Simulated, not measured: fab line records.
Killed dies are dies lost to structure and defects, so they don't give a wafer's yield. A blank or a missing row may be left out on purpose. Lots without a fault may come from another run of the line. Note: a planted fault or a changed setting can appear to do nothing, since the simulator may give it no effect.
Matching of chambers ; flow n5 finfet ; N5_FIN_SAQP_ETCH_52 on rie diel-04 has 4 sister chambers
The step etches SOC in N2/H2, target depth 100 nm, overetch 20 nm, time 150 s. 18 wafers are shown with their chamber, then 9 later ones without.

WAFERS, EACH WITH ITS CHAMBER
wafer;chamber;drypump motor current A (A);showerhead plenum p Torr (Torr);throttle valve pct (%)
L076.1;2;5.4;2.65;18.31
L076.2;1;5.3;2.58;17.36
L076.4;0;6.4;2.42;18.02
L077.1;3;6.5;2.66;17.51
L077.2;1;5.3;2.58;17.35
L077.5;1;5.3;2.58;17.35
L080.3;3;6.5;2.65;17.53
L080.5;0;6.4;2.41;18.04
L080.6;3;6.5;2.65;17.49
L083.1;3;6.5;2.65;17.51
L083.4;0;6.4;2.41;18.04
L083.6;3;6.5;2.65;17.50
L086.1;0;6.4;2.41;18.07
L086.4;3;6.5;2.65;17.52
L086.6;1;5.3;2.57;17.41
L087.2;3;6.5;2.65;17.52
L087.3;2;5.5;2.64;18.36
L087.5;1;5.3;2.57;17.39

SIGNATURES (averages over the wafers above)
reading;chamber 0;chamber 1;chamber 2;chamber 3;scatter within a chamber
drypump motor current A;6.400;5.300;5.450;6.500;0.0189
showerhead plenum p Torr;2.4125;2.5760;2.6450;2.6514;0.00486
throttle valve pct;18.0425;17.3720;18.3350;17.5114;0.0215
Rule: for a wafer and a chamber, the distance is found by dividing, reading by reading, the gap between the wafer's reading and the chamber's mean by the reading's scatter, squaring, summing and taking the root. If the next closest chamber is less than 2 further off than the closest, the wafer can't be placed; otherwise it belongs to the closest. The scatter: the root of (the sum of the squares of (reading less its chamber's mean) over the shown wafers, divided by (wafers less chambers)).

WAFERS WHOSE CHAMBER IS MISSING
wafer;drypump motor current A (A);showerhead plenum p Torr (Torr);throttle valve pct (%)
L091.1;6.4;2.40;18.07
L091.4;6.5;2.64;17.53
L091.6;6.4;2.40;18.06
L093.1;5.3;2.57;17.40
L093.3;5.5;2.63;18.38
L093.5;5.3;2.57;17.42
L097.4;6.5;2.64;17.58
L097.5;6.5;2.64;17.56
L097.6;6.4;2.72;17.66

WHICH CHAMBER EACH ONE RAN IN
wafer;from the rows above;in truth
L091.1;0;0
L091.4;3;3
L091.6;0;0
L093.1;1;1
L093.3;2;2
L093.5;1;1
L097.4;3;3
L097.5;3;3
L097.6;3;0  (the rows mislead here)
Correctly placed: 8 of 9. Not placeable from these rows: 0. Wrongly placed: 1.
